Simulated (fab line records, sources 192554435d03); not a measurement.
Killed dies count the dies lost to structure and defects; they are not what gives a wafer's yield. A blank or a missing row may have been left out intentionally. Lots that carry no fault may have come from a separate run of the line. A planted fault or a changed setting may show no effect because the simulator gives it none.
Matching of chambers | flow n5_finfet | N5_BEOL_M4_DESCUM_33 on rie_diel-04 has 4 sister chambers
The step chemistry O2, time 7 s. 4 wafers are shown with their chamber, then 8 later ones without.

## WAFERS PAIRED WITH THEIR CHAMBERS
wafer  | chamber | showerhead_plenum_p_Torr (Torr)
L083.1 | 1       | 2.05
L088.4 | 3       | 2.22
L088.5 | 0       | 2.08
L090.3 | 2       | 2.16

## WAFERS WHOSE CHAMBER IS MISSING
wafer  | showerhead_plenum_p_Torr (Torr)
L090.4 | 2.05
L090.6 | 2.08
L094.1 | 2.16
L094.2 | 2.22
L094.4 | 2.05
L097.1 | 2.15
L097.4 | 2.21
L097.5 | 2.04

## CHAMBER TAKEN BY EACH
wafer  | from the rows above | in truth
L090.4 | 1                   | 1
L090.6 | 0                   | 0
L094.1 | 2                   | 2
L094.2 | 3                   | 3
L094.4 | 1                   | 1
L097.1 | 2                   | 2
L097.4 | 3                   | 3
L097.5 | 1                   | 1
Correctly placed: 8 of 8. Left unplaced by these rows: 0. 0 placed wrongly.
How it was worked out, from the rows above alone: a wafer's distance from a chamber is the root of the sum, over the readings, of the square of ((its reading less the chamber's mean) divided by the reading's scatter). The wafer belongs to the nearest chamber; if the next one is less than 2 further off, it can't be placed. For every chamber, the mean is computed from those of its wafers that are shown. The scatter: root of mean squared gap, hidden wafer to nearest shown wafer, with one shown wafer a chamber.
